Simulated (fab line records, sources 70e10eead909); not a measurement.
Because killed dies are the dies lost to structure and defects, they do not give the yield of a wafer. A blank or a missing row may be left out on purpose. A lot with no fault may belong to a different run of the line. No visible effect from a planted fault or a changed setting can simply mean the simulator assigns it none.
Which tool did it?	flow nand harc	6 lots, 18 wafers sampled, at 4 steps of a route of 1159

== WHAT THE GAUGES READ, wafer by wafer ==
NHARC_END_SORT_01.
lot	measured	on	defect limited yield (%)
L448	day 23 22:25	prober-02	95.1 1.0 93.9

== WHICH TOOL RAN EACH LOT (tool, then ch and the chambers of the sampled wafers, then the start) ==
lot	NHARC_A_BLC_STRIP_29	NHARC_A_M0_ETCH_15	NHARC_A_M0_STRIP_18
L433	rie diel-02 ch 0,2,3, day 18 01:44	rie diel-11 ch 1,2,3, day 18 04:55	rie diel-01 ch 1,2,3, day 18 05:07
L438	rie diel-12 ch 1,2,3, day 18 09:40	rie diel-11 ch 0,1, day 18 16:08	rie diel-13 ch 0,1,2, day 18 16:20
L439	rie diel-02 ch 1,2,3, day 18 20:41	rie diel-01 ch 0,2,3, day 18 23:51	rie diel-11 ch 0,3, day 19 00:03
L441	rie diel-12 ch 0,1, day 20 01:06	rie diel-13 ch 0,1,2, day 20 06:32	rie diel-11 ch 2,3, day 20 06:43
L448	rie diel-12 ch 1,2, day 21 16:20	rie diel-11 ch 2,3, day 21 19:27	rie diel-11 ch 2,3, day 21 19:41
L455	rie diel-12 ch 0,3, day 22 18:21	rie diel-13 ch 0,2,3, day 23 00:28	rie diel-01 ch 2,3, day 23 00:41
- NHARC_A_BLC_STRIP_29: strips in CF4.
- NHARC_A_M0_ETCH_15: etches the open film in C4F8/Ar, target depth 150 nm, overetch 15 nm, time 82.5 s.
- NHARC_A_M0_STRIP_18: strips in N2/H2.

== THE ANSWER, worked out from the rows above alone ==
Rule: usual is defined by the lots themselves. The widest of any qualifying gaps counts: lots, ordered by their means at a reading, are off when they make up no more than a third of the lots, leave a main group of 4 or more, and stand apart from it by 3 or more times the standard deviation of that group's means. The tables above print the reading to a certain number of digits; a main group whose means all agree to those digits is not used. Also off: a lot with no number at a reading for which 4 or more lots have one. Any other lot the step has rows for is counted as sound.
No lot is off at any reading shown: from this, nothing can be told.

== WHAT WAS PUT IN BY THE SIMULATOR ==
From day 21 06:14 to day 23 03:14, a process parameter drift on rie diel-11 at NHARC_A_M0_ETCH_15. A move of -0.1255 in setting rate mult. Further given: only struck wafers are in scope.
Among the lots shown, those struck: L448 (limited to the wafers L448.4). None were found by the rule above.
